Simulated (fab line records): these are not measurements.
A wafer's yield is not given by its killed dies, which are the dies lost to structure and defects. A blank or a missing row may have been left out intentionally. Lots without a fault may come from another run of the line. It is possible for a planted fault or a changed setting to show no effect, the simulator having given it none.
Chamber matching | flow nandHarc | NHARC_A_M0_CMP_23 on cmp-01 has 4 sister chambers
The step polishes, t overpolish 20 s, target thk 113.75 nm. 4 wafers are shown with their chamber, then 10 later ones without.

## WAFERS PAIRED WITH THEIR CHAMBERS
wafer  | chamber | motorCurrentA (A)
L094.1 | 2       | 14.5
L094.2 | 3       | 14.5
L094.4 | 1       | 11.5
L094.5 | 0       | 11.5

## WAFERS WITHOUT THEIR CHAMBER
wafer  | motorCurrentA (A)
L094.6 | 11.2
L095.1 | 14.2
L095.3 | 11.8
L095.5 | 14.3
L096.3 | 11.1
L096.5 | 12.1
L096.6 | 14.2
L097.2 | 10.6
L097.3 | 13.6
L097.6 | 15.7

## WHICH CHAMBER EACH WENT THROUGH
wafer  | from the rows above               | in truth
L094.6 | can't be placed: 0 or 1           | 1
L095.1 | can't be placed: 2 or 3           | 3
L095.3 | can't be placed: 0 or 1           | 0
L095.5 | can't be placed: 2 or 3           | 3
L096.3 | can't be placed: 0 or 1           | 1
L096.5 | can't be placed: 0 or 1           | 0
L096.6 | can't be placed: 2 or 3           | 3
L097.2 | can't be placed: 0 or 1           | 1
L097.3 | can't be placed: 2 or 3 or 0 or 1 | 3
L097.6 | can't be placed: 2 or 3           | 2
Placed correctly: 0 of 10. Can't be placed from these rows: 10 (the true chamber is among the candidates in 10). Wrongly placed: 0.
How it was worked out, from the rows above alone: a wafer's distance from a chamber is the root of the sum, over the readings, of the square of ((its reading less the chamber's mean) divided by the reading's scatter). The wafer belongs to the nearest chamber; if the next one is less than 2 further off, it can't be placed. The mean given for a chamber averages the wafers shown for that chamber. The scatter: root of mean squared gap, hidden wafer to nearest shown wafer, with one shown wafer a chamber.
